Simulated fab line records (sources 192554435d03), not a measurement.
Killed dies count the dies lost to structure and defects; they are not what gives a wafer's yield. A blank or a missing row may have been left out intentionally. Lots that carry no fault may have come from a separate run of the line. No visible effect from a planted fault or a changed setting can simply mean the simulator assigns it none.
Matching of chambers    flow n5-finfet    rie-diel-01 running N5_BEOL_M5_VIA_ETCH_34: 4 sister chambers
The step etches SiCOH lowk in C4F6/O2, target depth 88.3 nm, time 39.2 s. 4 wafers are shown with their chamber, then 8 later ones without.

== EACH WAFER AND ITS CHAMBER ==
wafer   chamber  showerhead-plenum-p-Torr (Torr)
L087.2  1        2.99
L089.1  3        2.80
L088.6  0        2.84
L090.3  2        2.88

== WAFERS WITH NO CHAMBER GIVEN ==
wafer   showerhead-plenum-p-Torr (Torr)
L090.4  2.84
L090.6  2.84
L091.2  2.98
L091.4  2.83
L091.6  2.88
L097.1  2.79
L097.2  2.87
L097.3  2.83

== WHICH CHAMBER EACH ONE RAN IN ==
wafer   from the rows above  in truth
L090.4  0                    0
L090.6  0                    0
L091.2  1                    1
L091.4  0                    0
L091.6  2                    2
L097.1  3                    3
L097.2  2                    2
L097.3  0                    0
Correct placement for 8 of the 8. Left unplaced by these rows: 0. Placed wrongly: 0.
How it was worked out, from the rows above alone: a wafer's distance from a chamber is the root of the sum, over the readings, of the square of ((its reading less the chamber's mean) divided by the reading's scatter). The wafer belongs to the nearest chamber; if the next one is less than 2 further off, it can't be placed. A chamber's mean is the mean of its shown wafers. The scatter: with one shown wafer a chamber, the root of the mean of the squares of how far each hidden wafer lies from its nearest shown one.
